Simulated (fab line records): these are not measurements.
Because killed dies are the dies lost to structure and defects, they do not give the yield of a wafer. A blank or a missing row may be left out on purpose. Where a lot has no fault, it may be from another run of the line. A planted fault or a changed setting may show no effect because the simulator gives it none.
Comparing a struck lot with a sound one    flow nand harc    14 out of 1302 route steps
Sound: these wafers, L490.1, L490.2, L490.3. Struck: wafer L475.5. Last of all comes the cause.
Each step with rows lists, per side, the tool, then ch with its chambers, then its first start. Under that, the readings that differ: sound wafers    struck wafers    difference of the means    sigmas: that difference in standard deviations of wafers without a fault.
alike: readings whose means differ by less than 2 such deviations, and words and numbers that are the same on both sides. not compared: withheld readings, readings that some wafer has no value for, bounds like >300 that may hide the same value, and numbers for which the record gives no deviation and whose values overlap.
The two part at a step that has a row with sigmas, a row that says differs or no value, or rows on one side only. Numbers that have no deviation but don't overlap get no sigmas and don't part them. A reading missing from all wafers of one side parts the sides only when that side holds two or more wafers.

NHARC_A_WL_FILL_CVD_03: deposits W, target thk 40 nm, time 279 s.
  sound on cvd w-02 ch 0,1, day 29 21:32; struck on cvd w-02 ch 1, day 25 07:13
  alike: heater power outer w, heater power w, throttle valve pct
NHARC_A_WL_FILL_ETCHBACK_04: etches the open film in NF3, target depth 60 nm, time 120 s.
  sound on rie metal-01 ch 0,1, day 29 21:55; struck on rie metal-02 ch 1, day 25 07:28
  alike: chamber pressure mTorr, drypump motor current A, he backside leak sccm, oes product au, run length s
  not compared: rf hours counter h
then, 1 step without rows for these wafers: NHARC_A_WL_FILL_ETCHBACK_05 (etches the open film in Cl2/BCl3, target depth 22 nm, time 60 s).
NHARC_A_WL_FILL_STRIP_27: strips in N2/H2, time 20 s.
  sound on plasma asher-01 ch 0,1, day 29 22:18; struck on plasma asher-02 ch 1, day 25 07:48
  alike: drypump motor current A, heater power w
  not compared: rf hours counter h
then, 4 steps without rows for these wafers: NHARC_A_WL_FILL_STRIP_28 (strips in post etch residue remover, time 1200 s); NHARC_A_WL_FILL_PRECLEAN_06 (cleans in DIW, time 300 s); NHARC_A_WL_FILL_SRD_07; NHARC_A_WL_FILL_ANNEAL_08 (time 1800 s).
NHARC_A_WL_FILL_ALD_10: deposits SiO2, target thk 50 nm, pulse time 10 s, ald cycles 500.
  sound on ald hk-01 ch 1,2,3, day 30 03:43; struck on ald hk-04 ch 2, day 25 12:41
  alike: heater power outer w, heater power w, precursor pulse height rel
then, 1 step without rows for these wafers: NHARC_A_WL_FILL_ETCHBACK_16 (etches the open film in C4F8/O2/Ar, target depth 120 nm, time 24 s).
NHARC_A_WL_FILL_STRIP_29: strips in O2, time 20 s.
  sound on rie diel-06 ch 0,2,3, day 30 08:28; struck on rie diel-02 ch 1, day 25 14:53
  alike: chamber pressure mTorr, drypump motor current A, oes product au, rf vpp V, showerhead plenum p Torr, throttle valve pct
  not compared: rf hours counter h
NHARC_A_WL_FILL_ETCHBACK_17: etches the open film in Cl2/BCl3, target depth 4 nm, time 26.7 s.
  sound on rie metal-02 ch 0,1, day 30 08:33; struck on rie metal-01 ch 1, day 25 15:02
reading           sound           struck  difference  sigmas
run length s (s)  48.8 48.8 48.9  29.9    -18.9       -38
  alike: chamber pressure mTorr, drypump motor current A, he backside leak sccm, oes product au
  not compared: rf hours counter h
then, 1 step without rows for these wafers: NHARC_A_WL_FILL_PRECLEAN_18 (cleans in dHF, time 30 s).
-- break in the record here, with 6 days between the starts of the struck wafers on either side (left off in module A_WL_FILL, picked up again in module END, where the first step shown is number 1302 on the route) --
NHARC_END_SORT_01:
  sound on prober-02 ch 0, day 33 21:57; struck on prober-02 ch 0, day 31 12:15
reading          sound     struck  difference  sigmas
killed at array  78 65 67  674     +604        +34
killed dies      79 72 70  677     +603        +34
  alike: killed at other, killed at periphery, killed open, killed short
  not compared: hold

WHERE THEY PART
First at NHARC_A_WL_FILL_ETCHBACK_17; last, within this record, at NHARC_END_SORT_01.

WHY: whatever the simulator had introduced
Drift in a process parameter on rie metal-01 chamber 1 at NHARC_A_WL_FILL_ETCHBACK_17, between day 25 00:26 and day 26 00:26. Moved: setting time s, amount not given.
